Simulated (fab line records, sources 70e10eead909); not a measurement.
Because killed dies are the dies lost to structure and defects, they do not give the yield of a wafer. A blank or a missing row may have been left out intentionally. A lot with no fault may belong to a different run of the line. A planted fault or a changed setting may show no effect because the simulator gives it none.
fab line records -- flow nand-harc
record: lots: 14, wafers: 42, last-day: 23
route steps=1159 shown P_M0@278 P_M1@296
lots with no fault: from the same line, run without faults
start-h: hours from the record's first day to the start of the lot's first wafer shown -- wait-h: hours from the lot's prior step to this one -- " the same as in the row above -- L1.1+2: a row that stands for several wafers -- - either no value or no given start -- * or withheld: withheld -- < > ~ a bound
route shown NAME@n: names a module that has steps shown in the file, with the first one's number in the route -- usual: mean/standard deviation of fault-free wafers -- same: alike in all rows -- chamber/n: place in a boat -- sites: each site's reading -- _std_site: the standard deviation of these -- _edge_site: mean of outer sites minus mean of inner sites -- radius-mm: for every site, how far away it sits from the centre of the wafer -- mask NAME#n: copy n -- behind: the most recent tool/chamber to have shaped the wafer -- hold: why the lot went on hold/how many hours it stayed there/how the hold came to an end -- device: transistor that didn't switch, given as n, p or np -- end of line: tests run on the same wafers once the route is complete -- where a step has no rows: the recipe by itself -- killed: at the first sort, the dies lost to defects and structure; wafer yield is something else -- map: dies across one wafer; x = killed, . = not, _ = none there
set.NAME: the setting the step ran with; set.NAME@STEP: the setting that earlier step ran with -- model.NAME: the simulator's own value behind a step, which no gauge read
steps of the route over a sample of lots; a table a step, a row a wafer
services: when a tool's chamber went out of use (start-h, in hours from the record's first day, below 0 if earlier), for how many hours, and the reason
== steps ==
step: NHARC_P_M0_CMP_23
recipe: t-overpolish-s: 20, target-thk-nm: 117.53
usual: edge-zone-pressure-frac: 1.000/0.0052, motor-current-A: 11.7/1.2, slurry-filter-dp-kPa: 13.51/0.13, time-to-endpoint-s: 28.6/3
lot.wafer,tool,chamber,start-h,wait-h,edge-zone-pressure-frac,motor-current-A,slurry-filter-dp-kPa,time-to-endpoint-s
L907.1,cmp-03,0,113.23,-,0.992,11.1,13.58,29.8
L907.3,cmp-03,1,113.23,-,1.005,11.3,13.38,29.8
L907.5,cmp-03,3,113.23,-,0.999,12.6,13.48,26.6
L908.4,cmp-02,0,126.98,-,0.995,11.4,13.40,22.0
L908.1,cmp-02,1,126.98,-,0.999,11.5,13.21,33.2
L908.6,cmp-02,2,126.98,-,0.998,11.1,13.44,26.2
L909.2,cmp-01,2,127.48,-,1.002,13.9,13.72,26.7
L909.6,cmp-01,3,127.48,-,0.997,9.5,13.51,29.8
L909.5,cmp-01,0,127.48,-,1.002,13.3,13.38,27.6
L910.3,cmp-01,1,128.38,-,1.009,12.1,13.50,26.6
L910.4,cmp-01,2,128.38,-,0.988,14.0,13.59,30.6
L910.6,cmp-01,0,128.38,-,0.996,13.7,13.59,27.4
L911.2,cmp-02,2,138.56,-,0.998,10.4,13.36,27.5
L911.3,cmp-02,0,138.56,-,1.002,11.3,13.53,24.4
L911.6,cmp-02,2,138.56,-,1.005,10.4,13.53,29.2
L912.3,cmp-01,0,139.23,-,0.997,13.9,13.42,30.9
L912.2,cmp-01,1,139.23,-,0.994,11.8,13.68,29.3
L912.6,cmp-01,1,139.23,-,0.998,12.2,13.55,29.7
L913.1,cmp-03,3,156.71,-,0.992,12.4,13.55,24.1
L913.3,cmp-03,2,156.71,-,1.001,11.4,13.39,27.8
L913.5,cmp-03,0,156.71,-,1.005,11.6,13.56,31.8
L915.2,cmp-01,2,165.78,-,1.010,12.9,13.31,30.8
L915.3,cmp-01,3,165.78,-,1.006,9.4,13.43,28.6
L915.5,cmp-01,2,165.78,-,1.005,13.4,13.60,28.5
L916.1,cmp-01,2,183.68,-,0.998,13.5,13.40,32.2
L916.5,cmp-01,2,183.68,-,0.989,14.1,13.52,29.2
L916.6,cmp-01,3,183.68,-,1.003,9.5,13.76,32.2
L918.4,cmp-02,0,191.80,-,1.004,11.6,13.44,21.9
L918.3,cmp-02,1,191.80,-,0.994,11.3,13.36,32.5
L918.1,cmp-02,3,191.80,-,0.986,11.2,13.35,25.2
L917.2,cmp-02,3,197.04,-,1.004,11.0,13.34,24.5
L917.3,cmp-02,2,197.04,-,1.007,10.5,13.32,25.7
L917.5,cmp-02,3,197.04,-,1.004,11.3,13.63,26.8
L920.2,cmp-03,3,204.24,-,1.006,12.1,13.66,31.5
L920.1,cmp-03,0,204.24,-,1.010,11.2,13.50,32.2
L920.6,cmp-03,1,204.24,-,0.998,11.8,13.62,32.6
L922.2,cmp-01,2,213.61,-,0.999,13.8,13.38,29.0
L922.6,cmp-01,2,213.61,-,0.999,14.3,13.45,30.9
L922.5,cmp-01,3,213.61,-,1.001,9.3,13.44,32.0
L923.2,cmp-03,3,214.62,-,0.999,12.5,13.61,30.5
L923.1,cmp-03,0,214.62,-,1.002,11.5,13.50,30.9
L923.6,cmp-03,1,214.62,-,1.004,12.0,13.84,32.4
step: NHARC_P_M1_OVL_MEAS_10
recipe: pitch-nm: 260
usual: overlay-x-nm: 0.1/0.79, overlay-y-nm: -0.1/0.68
lot.wafer,tool,chamber,start-h,wait-h,overlay-x-nm,overlay-y-nm
L907.1,overlay-01,-,115.13,-,0.0,-0.8
L907.3,overlay-01,-,115.13,-,0.1,-0.1
L907.5,overlay-01,-,115.13,-,-0.8,-0.3
L908.1,overlay-02,-,129.00,-,1.1,-0.5
L908.4,overlay-02,-,129.00,-,1.0,0.1
L908.6,overlay-02,-,129.00,-,0.9,-0.1
L909.2,overlay-02,-,129.64,-,0.8,-0.1
L909.5,overlay-02,-,129.64,-,0.7,-0.5
L909.6,overlay-02,-,129.64,-,0.1,-0.2
L910.3,overlay-01,-,130.30,-,1.3,-1.2
L910.4,overlay-01,-,130.30,-,0.9,-0.7
L910.6,overlay-01,-,130.30,-,0.5,-1.1
L911.2,overlay-02,-,140.44,-,0.1,0.0
L911.3,overlay-02,-,140.44,-,-0.1,0.0
L911.6,overlay-02,-,140.44,-,-0.1,-0.1
L912.2,overlay-02,-,141.24,-,-0.6,-0.5
L912.3,overlay-02,-,141.24,-,-0.4,-0.5
L912.6,overlay-02,-,141.24,-,-0.1,-0.5
L913.1,overlay-02,-,158.52,-,-0.1,0.0
L913.3,overlay-02,-,158.52,-,0.2,-0.4
L913.5,overlay-02,-,158.52,-,-0.2,-0.2
L915.2,overlay-01,-,167.74,-,-0.9,-0.3
L915.3,overlay-01,-,167.74,-,-0.1,-0.5
L915.5,overlay-01,-,167.74,-,-0.2,-0.8
L916.1,overlay-01,-,185.52,-,0.0,-0.5
L916.5,overlay-01,-,185.52,-,-0.2,-0.4
L916.6,overlay-01,-,185.52,-,-0.1,-0.2
L918.1,overlay-02,-,193.73,-,-2.7,0.1
L918.3,overlay-02,-,193.73,-,-2.1,-0.1
L918.4,overlay-02,-,193.73,-,-2.6,-0.6
L917.2,overlay-02,-,198.99,-,0.4,-1.3
L917.3,overlay-02,-,198.99,-,0.5,-1.2
L917.5,overlay-02,-,198.99,-,0.4,-1.2
L920.1,overlay-01,-,206.00,-,-0.2,-0.6
L920.2,overlay-01,-,206.00,-,-0.1,-0.4
L920.6,overlay-01,-,206.00,-,0.2,-0.1
L922.2,overlay-01,-,215.57,-,-0.1,0.1
L922.5,overlay-01,-,215.57,-,0.1,-0.4
L922.6,overlay-01,-,215.57,-,-0.4,0.0
L923.1,overlay-01,-,216.64,-,-0.3,0.4
L923.2,overlay-01,-,216.64,-,0.7,0.9
L923.6,overlay-01,-,216.64,-,0.7,0.8
step: NHARC_P_M1_ETCH_28
recipe: target-depth-a: 300, over-etch-frac: 0.3, time-s: 72.99, ion-energy-ev: 150, cf4-flow-sccm: 50, n2-flow-sccm: 100, ar-flow-sccm: 150, rf-w: 300, bias-w: 100, chemistry: CF4/N2
usual: drypump-motor-current-A: 5.7/0.38, mfc-ar-sccm: 150.1/0.47, oes-product-au: 1.003/0.014, rf-vpp-V: 315.2/1.8, showerhead-plenum-p-Torr: 2.68/0.088, throttle-valve-pct: 19.795/0.0094
lot.wafer,tool,chamber,start-h,wait-h,drypump-motor-current-A,mfc-ar-sccm,oes-product-au,rf-hours-counter-h,rf-vpp-V,showerhead-plenum-p-Torr,throttle-valve-pct
L907.3,rie-diel-12,0,-,-,6.4,150.1,1.011,2,317.1,2.81,19.789
L907.1,rie-diel-12,2,-,-,5.4,150.0,0.985,2,316.0,2.63,19.802
L907.5,rie-diel-12,0,-,-,6.4,150.3,1.025,-,317.1,2.81,19.796
L908.1,rie-diel-12,0,-,-,6.4,151.0,1.006,3,316.8,2.80,19.792
L908.4,rie-diel-12,3,-,-,5.4,149.6,1.001,-,317.1,2.77,19.815
L908.6,rie-diel-12,2,-,-,5.4,150.2,0.982,-,314.3,2.63,19.797
L909.2,rie-diel-12,2,-,-,5.4,151.3,0.986,3,315.2,2.63,19.781
L909.6,rie-diel-12,3,-,-,5.4,150.9,0.998,-,317.4,2.77,19.793
L909.5,rie-diel-12,0,-,-,6.4,150.0,1.013,-,318.2,2.81,19.794
L910.3,rie-diel-01,0,-,-,6.4,149.1,0.994,12,318.6,2.82,19.801
L910.6,rie-diel-01,1,-,-,5.5,150.3,0.995,-,314.4,2.64,19.788
L910.4,rie-diel-01,0,-,-,6.4,149.7,0.993,-,316.9,2.82,19.795
L911.2,rie-diel-06,1,-,-,5.6,150.8,0.998,5,313.1,2.58,19.784
L911.3,rie-diel-06,3,-,-,5.6,150.7,1.018,5,314.2,2.62,19.797
L911.6,rie-diel-06,2,-,-,5.2,150.4,1.012,-,314.8,2.75,19.790
L912.3,rie-diel-06,2,-,-,5.2,149.8,1.018,6,316.9,2.75,19.809
L912.2,rie-diel-06,3,-,-,5.7,149.4,1.023,5,313.0,2.62,19.803
L912.6,rie-diel-06,2,-,-,5.2,149.6,1.022,-,316.8,2.75,19.792
L913.1,rie-diel-12,2,-,-,5.4,149.3,0.994,4,314.8,2.63,19.807
L913.3,rie-diel-12,0,-,-,6.4,150.4,1.009,4,317.6,2.80,19.793
L913.5,rie-diel-12,2,-,-,5.4,149.5,0.994,-,313.9,2.63,19.798
L915.3,rie-diel-06,0,-,-,5.5,150.5,0.992,6,314.0,2.69,19.791
L915.2,rie-diel-06,1,-,-,5.6,149.1,0.994,6,314.3,2.58,19.808
L915.5,rie-diel-06,3,-,-,5.7,150.2,1.024,-,313.1,2.62,19.788
L916.1,rie-diel-12,1,-,-,6.1,149.7,1.014,3,312.9,2.54,19.797
L916.5,rie-diel-12,3,-,-,5.4,150.4,0.988,-,316.6,2.77,19.797
L916.6,rie-diel-12,0,-,-,6.4,150.2,1.008,-,316.8,2.80,19.792
L918.3,rie-diel-12,0,-,-,6.4,150.1,1.012,4,317.2,2.80,19.800
L918.1,rie-diel-12,1,-,-,6.1,150.0,1.010,3,311.8,2.54,19.801
L918.4,rie-diel-12,2,-,-,5.4,150.3,0.976,4,314.9,2.63,19.811
L917.3,rie-diel-12,0,-,-,6.4,149.6,1.008,4,316.2,2.80,19.797
L917.2,rie-diel-12,1,-,-,6.0,149.5,1.008,3,314.1,2.54,19.779
L917.5,rie-diel-12,3,-,-,5.4,149.7,0.996,-,316.6,2.77,19.802
L920.2,rie-diel-06,1,-,-,5.6,149.9,1.006,8,313.7,2.58,19.807
L920.1,rie-diel-06,0,-,-,5.5,150.5,1.001,7,315.3,2.69,19.815
L920.6,rie-diel-06,1,-,-,5.7,149.6,0.996,-,312.5,2.58,19.810
L922.2,rie-diel-01,0,-,-,6.4,149.9,0.990,5,316.7,2.81,19.793
L922.6,rie-diel-01,3,-,-,5.8,150.1,0.999,-,313.9,2.62,19.803
L922.5,rie-diel-01,0,-,-,6.4,149.7,0.977,-,317.4,2.81,19.804
L923.1,rie-diel-06,3,-,-,5.7,149.6,1.033,8,311.4,2.62,19.790
L923.2,rie-diel-06,0,-,-,5.5,150.3,0.996,8,315.1,2.69,19.800
L923.6,rie-diel-06,3,-,-,5.6,150.4,1.020,-,313.3,2.62,19.800
step: NHARC_P_M1_CMP_23
recipe: t-overpolish-s: 20, target-thk-nm: 157.82
usual: edge-zone-pressure-frac: 1.000/0.0049, motor-current-A: 12.2/1.4, slurry-filter-dp-kPa: 13.50/0.15, time-to-endpoint-s: 28/3
lot.wafer,tool,chamber,start-h,wait-h,edge-zone-pressure-frac,motor-current-A,slurry-filter-dp-kPa,time-to-endpoint-s
L907.1,cmp-04,1,117.42,-,1.008,13.8,13.37,25
L907.3,cmp-04,3,117.42,-,1.001,12.5,13.65,29
L907.5,cmp-04,1,117.42,-,1.008,13.9,13.39,26
L908.1,cmp-01,3,131.29,-,0.996,9.6,13.44,33
L908.4,cmp-01,1,131.29,-,1.000,12.4,13.44,28
L908.6,cmp-01,3,131.29,-,1.001,9.5,13.48,34
L909.2,cmp-04,2,131.98,-,1.002,13.2,13.80,30
L909.6,cmp-04,1,131.98,-,1.002,14.0,13.45,24
L909.5,cmp-04,2,131.98,-,1.004,13.5,13.38,30
L910.3,cmp-01,3,132.96,-,0.990,9.5,13.56,29
L910.4,cmp-01,1,132.96,-,0.997,12.1,13.58,29
L910.6,cmp-01,3,132.96,-,1.002,9.4,13.81,32
L911.2,cmp-02,3,142.97,-,0.999,11.5,13.82,28
L911.3,cmp-02,0,142.97,-,0.996,11.9,13.71,25
L911.6,cmp-02,2,142.97,-,1.004,10.5,13.29,29
L912.3,cmp-04,2,143.52,-,1.006,13.4,13.73,30
L912.2,cmp-04,1,143.52,-,0.987,13.8,13.43,27
L912.6,cmp-04,3,143.52,-,0.998,12.2,13.61,34
L913.3,cmp-01,1,160.74,-,1.004,12.1,13.80,28
L913.1,cmp-01,2,160.74,-,1.000,14.1,13.55,31
L913.5,cmp-01,0,160.74,-,0.996,14.4,13.44,29
L915.2,cmp-02,1,169.95,-,0.996,10.7,13.28,32
L915.3,cmp-02,0,169.95,-,0.993,11.5,13.48,25
L915.5,cmp-02,2,169.95,-,1.005,10.7,13.52,30
L916.1,cmp-04,1,187.97,-,1.001,13.6,13.64,22
L916.6,cmp-04,2,187.97,-,1.004,13.3,13.32,29
L916.5,cmp-04,3,187.97,-,0.998,12.0,13.25,27
L918.3,cmp-01,1,195.96,-,0.996,12.6,13.36,25
L918.4,cmp-01,3,195.96,-,0.999,9.4,13.31,28
L918.1,cmp-01,0,195.96,-,1.007,13.6,13.42,25
L917.2,cmp-01,1,201.20,-,1.003,12.2,13.62,29
L917.3,cmp-01,3,201.20,-,1.008,9.7,13.40,28
L917.5,cmp-01,1,201.20,-,1.004,11.9,13.56,25
L920.1,cmp-04,2,208.28,-,-,-,-,-
L920.2,cmp-04,3,208.28,-,-,-,-,-
L920.6,cmp-04,1,208.28,-,-,-,-,-
L922.2,cmp-02,3,217.82,-,-,-,-,-
L922.5,cmp-02,2,217.82,-,-,-,-,-
L922.6,cmp-02,3,217.82,-,-,-,-,-
L923.1,cmp-02,0,218.88,-,1.000,11.4,13.52,23
L923.2,cmp-02,1,218.88,-,1.005,10.9,13.60,30
L923.6,cmp-02,0,218.88,-,0.995,10.2,13.57,22
step: NHARC_P_M1_THK_MEAS_24
recipe: thk-meas-gauge: xrf
usual: thk-nm: 157.4/1.8
lot.wafer,tool,chamber,start-h,wait-h,thk-nm
L907.1,film-metro-02,-,117.73,-,157.2
L907.3,film-metro-02,-,117.73,-,160.8
L907.5,film-metro-02,-,117.73,-,158.6
L908.1,film-metro-02,-,131.58,-,158.9
L908.4,film-metro-02,-,131.58,-,158.8
L908.6,film-metro-02,-,131.58,-,159.8
L909.2,film-metro-02,-,132.28,-,159.0
L909.5,film-metro-02,-,132.28,-,157.1
L909.6,film-metro-02,-,132.28,-,156.3
L910.3,film-metro-01,-,133.25,-,155.4
L910.4,film-metro-01,-,133.25,-,156.5
L910.6,film-metro-01,-,133.25,-,158.2
L911.2,film-metro-02,-,143.26,-,155.7
L911.3,film-metro-02,-,143.26,-,157.3
L911.6,film-metro-02,-,143.26,-,157.3
L912.2,film-metro-02,-,143.84,-,156.2
L912.3,film-metro-02,-,143.84,-,159.7
L912.6,film-metro-02,-,143.84,-,158.6
L913.1,film-metro-01,-,161.03,-,160.5
L913.3,film-metro-01,-,161.03,-,158.3
L913.5,film-metro-01,-,161.03,-,159.7
L915.2,film-metro-02,-,170.26,-,160.0
L915.3,film-metro-02,-,170.26,-,156.2
L915.5,film-metro-02,-,170.26,-,158.0
L916.1,film-metro-01,-,188.19,-,156.0
L916.5,film-metro-01,-,188.19,-,160.5
L916.6,film-metro-01,-,188.19,-,157.7
L918.1,film-metro-01,-,196.27,-,154.4
L918.3,film-metro-01,-,196.27,-,157.6
L918.4,film-metro-01,-,196.27,-,157.5
L917.2,film-metro-02,-,201.52,-,156.9
L917.3,film-metro-02,-,201.52,-,160.0
L917.5,film-metro-02,-,201.52,-,157.9
L920.1,film-metro-02,-,208.56,0.3,399.0
L920.2,film-metro-02,-,208.56,0.3,401.8
L920.6,film-metro-02,-,208.56,0.3,401.9
L922.2,film-metro-01,-,218.11,0.3,401.4
L922.5,film-metro-01,-,218.11,0.3,401.1
L922.6,film-metro-01,-,218.11,0.3,399.0
L923.1,film-metro-02,-,219.17,-,156.6
L923.2,film-metro-02,-,219.17,-,160.0
L923.6,film-metro-02,-,219.17,-,155.6
== services ==
tool,chamber,start-h,hours,kind
rie-diel-01,1,91.48,2.3,repair
rie-diel-12,3,94.92,20.1,repair
cmp-01,-,103.82,1.6,repair
cmp-04,-,105.00,4.0,pm
cmp-03,-,120.14,1.7,repair
rie-diel-12,1,122.14,21.0,repair
cmp-03,-,123.03,2.0,repair
cmp-03,-,126.11,3.4,repair
rie-diel-01,2,128.26,7.2,repair
cmp-01,-,128.62,0.5,repair
cmp-02,-,128.64,4.0,pm
cmp-04,-,136.58,0.3,repair
rie-diel-01,-,138.09,9.0,pm
rie-diel-12,-,138.51,0.4,repair
cmp-04,-,155.91,4.0,repair
cmp-03,-,157.70,4.0,pm
rie-diel-01,2,160.90,5.5,repair
cmp-03,-,175.02,2.9,repair
cmp-01,-,179.63,4.0,pm
cmp-03,-,189.99,1.3,repair
rie-diel-12,-,202.42,9.0,pm
cmp-04,-,203.00,4.0,pm
rie-diel-06,-,212.17,0.3,repair
cmp-02,-,214.48,1.7,repair
== key ==
first-sign: step: NHARC_P_M1_CMP_23, reading: tool-record, direction: missing
effect: step: NHARC_P_M1_THK_MEAS_24, reading: thk-nm, direction: up, sigmas: 99+, usual: 157.4, struck: 400.7
met-at NHARC_P_M1_CMP_23
struck-lots L920,L922
later-rows-left-out L920.1,L920.2,L920.6,L922.2,L922.5,L922.6
sort-left-out L920.1,L920.2,L920.6,L922.2,L922.5,L922.6
not-acting-at NHARC_P_M0_CMP_23,NHARC_P_M1_OVL_MEAS_10,NHARC_P_M1_ETCH_28
onset-between 187.97 208.28
fault: kind: skipped-step-whole, tool: cmp-02,cmp-04, chamber: -, onset-h: 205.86, steps: NHARC_P_M1_CMP_23, scope: struck-lots-only
sort-left-out: the simulated sort isn't trusted on such a fault, so these wafers' sort isn't shown, and their yield isn't known
later-rows-left-out: the simulator's readings of these wafers behind a module that went badly wrong aren't trusted and aren't shown, but for the sort
